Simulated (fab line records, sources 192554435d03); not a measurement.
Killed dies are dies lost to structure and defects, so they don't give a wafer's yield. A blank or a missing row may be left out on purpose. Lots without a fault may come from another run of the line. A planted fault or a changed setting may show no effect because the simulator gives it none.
fab line records | flow n5_finfet
record lots=11 wafers=30 last_day=17
route steps=1938 shown BEOL_M0_SAQP@650 BEOL_M4@1111
lots that met no fault: from a run of the same line without faults
start_h: hours from the record's first day to the start of the lot's first wafer shown | wait_h: hours since the lot's step before | " the same as in the row above | L1.1+2: a row that stands for several wafers | - no value, or no start given | * or withheld: withheld | < > ~ a bound
route shown NAME@n: a module of which the file shows steps, and the number in the route of the first | usual: mean/standard deviation of fault-free wafers | same: alike in all rows | chamber/n: place in a boat | sites: the reading at each site | _std_site: their standard deviation | _edge_site: outer sites' mean less inner sites' | radius_mm: how far each site lies from the wafer's centre | mask NAME#n: copy n | behind: the tool/chamber that last shaped the wafer | hold: why the lot was held/for how many hours/how that ended | device: the transistor (n, p or np) that didn't switch | end of line: the same wafers' tests at the end of the route | a step without rows: its recipe alone | killed: dies lost to structure and defects at the first sort, not the wafer's yield | map: a wafer's dies, x killed, . not, _ none there
set.NAME: the setting as run; set.NAME@STEP: as run at that earlier step | model.NAME: the simulator's own value behind a step, which no gauge read
steps of the route over a sample of lots; a table a step, a row a wafer
services: from which hour (start_h, from the record's first day; less than 0 if before it) a tool's chamber was out of use, for how many hours, and why
## steps
# step N5_BEOL_M0_SAQP_OVL_MEAS_15
# recipe points_per_wafer=44
# usual M0_CORE_OVL=-0.5/0.69
# columns lot.wafer tool chamber start_h wait_h M0_CORE_OVL[nm]
L396.2 overlay-02 0 115.94 0.0 -1.2
L396.3 " 0 " " 0.4
L396.6 " 0 " " -1.9
L397.2 overlay-01 0 124.36 0.0 -1.2
L397.5 " 0 " " -1.1
L397.6 " 0 " " 0.0
L399.2 overlay-02 0 134.95 0.0 0.2
L399.4 " 0 " " -0.4
L399.6 " 0 " " -1.1
L402.1 overlay-02 0 148.98 0.0 -0.6
L402.3 " 0 " " 0.2
L402.6 " 0 " " 0.7
L408.4 overlay-01 0 188.90 0.0 -1.3
L408.5 " 0 " " -1.6
L408.6 " 0 " " -1.7
L411.4 overlay-01 0 209.15 0.0 -1.1
L411.6 " 0 " " -0.6
L412.1 overlay-01 0 212.43 0.0 0.3
L412.2 " 0 " " -0.4
L413.1 overlay-02 0 215.36 0.0 -0.6
L413.2 " 0 " " -0.5
L414.1 overlay-02 0 223.57 0.0 -0.4
L414.3 " 0 " " -1.1
L414.4 " 0 " " -0.7
L416.2 overlay-02 0 234.60 0.0 0.5
L416.3 " 0 " " -0.9
L416.5 " 0 " " -1.0
L417.1 overlay-02 0 242.67 0.0 0.7
L417.2 " 0 " " 0.1
L417.3 " 0 " " 0.6
# step N5_BEOL_M0_SAQP_INSPECT_16
# recipe mode=adi inspect_instrument=brightfield
# usual raw_defect_count=555/140
# columns lot.wafer tool chamber start_h wait_h raw_defect_count
L396.2 defect_inspect-01 - 115.96 0.0 629
L396.3 " - " " 716
L396.6 " - " " 552
L397.2 defect_inspect-01 - 124.38 0.0 590
L397.5 " - " " 507
L397.6 " - " " 507
L399.2 defect_inspect-02 - 134.97 0.0 538
L399.4 " - " " 407
L399.6 " - " " 455
L402.1 defect_inspect-02 - 149.01 0.0 391
L402.3 " - " " 430
L402.6 " - " " 398
L408.4 defect_inspect-02 - 188.92 0.0 659
L408.5 " - " " 466
L408.6 " - " " 326
L411.4 defect_inspect-01 - 209.18 0.0 609
L411.6 " - " " 370
L412.1 defect_inspect-01 - 212.45 0.0 993
L412.2 " - " " 740
L413.1 defect_inspect-02 - 215.38 0.0 681
L413.2 " - " " 820
L414.1 defect_inspect-02 - 223.59 0.0 573
L414.3 " - " " 814
L414.4 " - " " 607
L416.2 defect_inspect-02 - 234.63 0.0 390
L416.3 " - " " 541
L416.5 " - " " 428
L417.1 defect_inspect-02 - 242.69 0.0 537
L417.2 " - " " 735
L417.3 " - " " 585
# step N5_BEOL_M0_SAQP_COAT_105
# recipe resist=SOC temp_c=250 time_s=60 spin_rpm=1500 resist_thk_nm=100
# usual spin_speed_rpm=1499.9/1
# columns lot.wafer tool chamber start_h wait_h spin_speed_rpm
L396.2 litho_track-01 0 118.20 0.3 1498.5
L396.3 " 0 " " 1499.4
L396.6 " 0 " " 1500.8
L397.2 litho_track-01 0 126.74 0.3 1499.2
L397.5 " 0 " " 1499.6
L397.6 " 0 " " 1500.0
L399.2 litho_track-01 0 137.44 0.3 1558.7
L399.4 " 0 " " 1557.9
L399.6 " 0 " " 1559.9
L402.1 litho_track-01 0 151.40 0.3 1557.0
L402.3 " 0 " " 1559.0
L402.6 " 0 " " 1558.5
L408.4 litho_track-05 0 192.11 0.2 1499.3
L408.5 " 0 " " 1500.2
L408.6 " 0 " " 1501.9
L411.4 litho_track-01 0 211.64 0.2 1500.8
L411.6 " 0 " " 1499.7
L412.1 litho_track-05 0 215.11 0.3 1500.6
L412.2 " 0 " " 1501.4
L413.1 litho_track-05 0 218.58 0.3 1500.2
L413.2 " 0 " " 1499.5
L414.1 litho_track-01 0 226.87 0.3 1499.2
L414.3 " 0 " " 1498.7
L414.4 " 0 " " 1499.5
L416.2 litho_track-01 0 236.90 0.3 1499.4
L416.3 " 0 " " 1500.2
L416.5 " 0 " " 1501.1
L417.1 litho_track-05 0 245.19 0.3 1500.5
L417.2 " 0 " " 1499.7
L417.3 " 0 " " 1499.9
# step N5_BEOL_M0_SAQP_SPACER2_ALD_26
# recipe material=SiO2 target_thk_a=150 temp_c=300 ald_precursor_family=BDEAS ald_co_reactant=O2-plasma pulse_time_s=1 purge_time_s=2 co_reactant_purge_time_s=2 pressure_torr=2
# usual chamber_pressure_Torr=2.000/0.0047 heater_power_w=446/55 precursor_pulse_height_rel=0.999/0.018 susceptor_temp_C=299.95/0.2
# columns lot.wafer tool chamber start_h wait_h chamber_pressure_Torr heater_power_w precursor_pulse_height_rel susceptor_temp_C
L396.2 ald_sin-01 0 118.85 0.4 2.002 391 0.997 299.75
L396.3 " 3 " " 1.999 408 1.010 300.16
L396.6 " 2 " " 1.997 567 1.004 299.97
L397.2 ald_sin-01 2 127.24 0.2 1.988 561 1.033 300.16
L397.5 " 2 " " 2.002 563 0.994 300.18
L397.6 " 1 " " 1.998 392 1.019 299.68
L399.2 ald_sin-01 2 137.81 0.1 1.995 578 1.017 299.98
L399.4 " 3 " " 2.002 406 0.987 299.59
L399.6 " 0 " " 1.997 389 1.018 299.87
L402.1 ald_sin-02 3 151.77 0.1 2.006 428 1.005 299.88
L402.3 " 2 " " 2.002 413 0.993 299.99
L402.6 " 3 " " 2.000 416 0.984 299.88
L408.4 ald_sin-03 3 192.73 0.3 2.001 428 1.010 299.74
L408.5 " 3 " " 2.001 449 1.010 299.84
L408.6 " 1 " " 2.015 490 1.029 300.34
L411.4 ald_sin-03 1 212.25 0.3 2.000 489 1.000 299.79
L411.6 " 0 " " 2.003 410 0.986 299.98
L412.1 ald_sin-02 1 216.90 1.5 1.997 393 0.990 299.85
L412.2 " 2 " " 2.001 412 0.978 300.10
L413.1 ald_sin-01 0 218.95 0.1 2.002 396 1.007 300.04
L413.2 " 1 " " 2.001 391 1.019 300.04
L414.1 ald_sin-01 2 227.24 0.1 1.998 573 1.005 299.89
L414.3 " 0 " " 1.997 394 1.021 299.65
L414.4 " 3 " " 1.995 408 0.977 300.26
L416.2 ald_sin-01 2 237.26 0.1 1.998 547 1.025 299.99
L416.3 " 3 " " 2.000 419 1.058 299.83
L416.5 " 1 " " 1.998 394 0.969 299.91
L417.1 ald_sin-03 2 245.67 0.1 1.997 465 1.001 299.76
L417.2 " 1 " " 2.003 493 1.004 299.94
L417.3 " 3 " " 2.003 441 0.978 299.97
# step N5_BEOL_M4_RC_MEAS_101
# usual DIBL_N=36.6/2.1 DIBL_P=36.3/2.2 IOFF_N=0.16/0.036 IOFF_P=0.21/0.038 ION_N=671/12 ION_P=460/7.5 SS_N=71.8/0.72 SS_P=73.3/0.72 VT_N=250/3.2 VT_P=-250/3.5
# columns lot.wafer tool chamber start_h wait_h DIBL_N[mV/V] DIBL_P[mV/V] IOFF_N[nA/um] IOFF_P[nA/um] ION_N[uA/um] ION_P[uA/um] SS_N[mV/dec] SS_P[mV/dec] VT_N[mV] VT_P[mV]
L396.2 prober-01 0 171.84 0.2 39.8 37.1 0.20 0.26 678 469 72.1 73.7 249 -245
L396.3 " 0 " " 37.9 35.5 0.17 0.24 679 473 71.9 73.5 247 -246
L396.6 " 0 " " 39.4 36.5 0.19 0.25 666 460 72.7 73.9 247 -246
L397.2 prober-02 0 179.72 0.2 35.4 36.4 0.17 0.22 661 459 72.0 74.1 250 -251
L397.5 " 0 " " 36.8 37.3 0.20 0.23 678 460 72.4 74.3 245 -250
L397.6 " 0 " " 38.4 40.0 0.23 0.28 680 461 72.7 74.9 243 -248
L399.2 prober-01 0 185.55 0.2 39.1 39.6 0.20 0.25 683 458 72.3 74.0 249 -247
L399.4 " 0 " " 34.7 33.7 0.13 0.17 654 451 71.3 72.3 252 -252
L399.6 " 0 " " 33.8 33.0 0.11 0.15 656 454 70.9 72.3 252 -255
L402.1 prober-02 0 212.55 0.0 38.0 36.7 0.17 0.23 659 459 72.0 73.5 249 -247
L402.3 " 0 " " 39.1 37.5 0.18 0.24 674 465 72.2 73.8 248 -248
L402.6 " 0 " " 40.2 38.5 0.21 0.26 673 461 72.8 73.4 245 -247
L408.4 prober-01 0 242.73 0.5 40.5 39.9 0.23 0.26 696 469 72.1 74.7 244 -249
L408.5 " 0 " " 42.0 42.1 0.27 0.30 694 470 73.8 74.8 246 -244
L408.6 " 0 " " 40.0 37.6 0.20 0.21 666 452 73.2 73.8 249 -251
L411.4 prober-01 0 267.92 0.5 34.9 32.9 0.12 0.14 655 446 71.3 72.5 257 -259
L411.6 " 0 " " 40.3 40.3 0.23 0.26 696 465 72.1 75.3 245 -249
L412.1 prober-02 0 272.36 0.0 32.8 32.3 0.12 0.17 668 464 70.8 73.3 254 -250
L412.2 " 0 " " 33.8 34.7 0.15 0.21 684 470 71.4 73.4 248 -248
L413.1 prober-02 0 275.01 0.0 34.1 35.0 0.13 0.18 680 464 71.4 72.3 249 -251
L413.2 " 0 " " 36.6 37.4 0.18 0.21 669 456 72.4 73.0 249 -252
L414.1 prober-01 0 279.65 0.0 37.1 38.6 0.14 0.21 657 457 71.7 74.2 252 -251
L414.3 " 0 " " 36.6 35.5 0.13 0.16 653 443 71.6 73.5 254 -257
L414.4 " 0 " " 35.7 35.3 0.12 0.16 648 447 71.1 72.5 255 -254
L416.2 prober-01 0 290.95 0.2 37.2 35.3 0.16 0.24 658 456 72.2 73.5 251 -246
L416.3 " 0 " " 33.6 32.8 0.12 0.21 666 468 70.6 72.2 255 -249
L416.5 " 0 " " 34.7 33.9 0.14 0.21 667 469 70.3 72.7 247 -246
L417.1 prober-01 0 299.79 0.0 36.2 34.9 0.14 0.17 672 461 71.9 72.5 251 -255
L417.2 " 0 " " 36.7 35.4 0.14 0.19 673 463 71.5 73.0 250 -253
L417.3 " 0 " " 34.0 31.1 0.10 0.13 659 451 70.7 71.5 254 -258
## services
# columns tool chamber start_h hours kind
ald_sin-01 1 97.47 2.0 repair
ald_sin-03 0 100.05 - clean
ald_sin-03 1 100.05 - clean
ald_sin-03 2 100.05 - clean
ald_sin-03 3 100.05 - clean
ald_sin-03 0 143.95 2.6 repair
litho_track-01 - 177.34 - consumable_replace:filter
ald_sin-01 - 179.83 6.1 pm
ald_sin-02 0 181.20 4.4 repair
ald_sin-02 - 193.37 2.7 repair
ald_sin-03 1 238.22 2.6 repair
## key
first_sign step=N5_BEOL_M0_SAQP_COAT_105 reading=spin_speed_rpm direction=up sigmas=56 usual=* struck=*
effect none on later readings
met_at N5_BEOL_M0_SAQP_COAT_105
struck_lots L399,L402
not_acting_at N5_BEOL_M0_SAQP_OVL_MEAS_15,N5_BEOL_M0_SAQP_INSPECT_16,N5_BEOL_M0_SAQP_SPACER2_ALD_26
onset_between 126.74 137.44
fault kind=process_parameter_drift tool=litho_track-01 chamber=- onset_h=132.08 steps=N5_BEOL_M0_SAQP_COAT_105 channel=spin_rpm offset=* shape=step end_h=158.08 acts_in=* stated=*
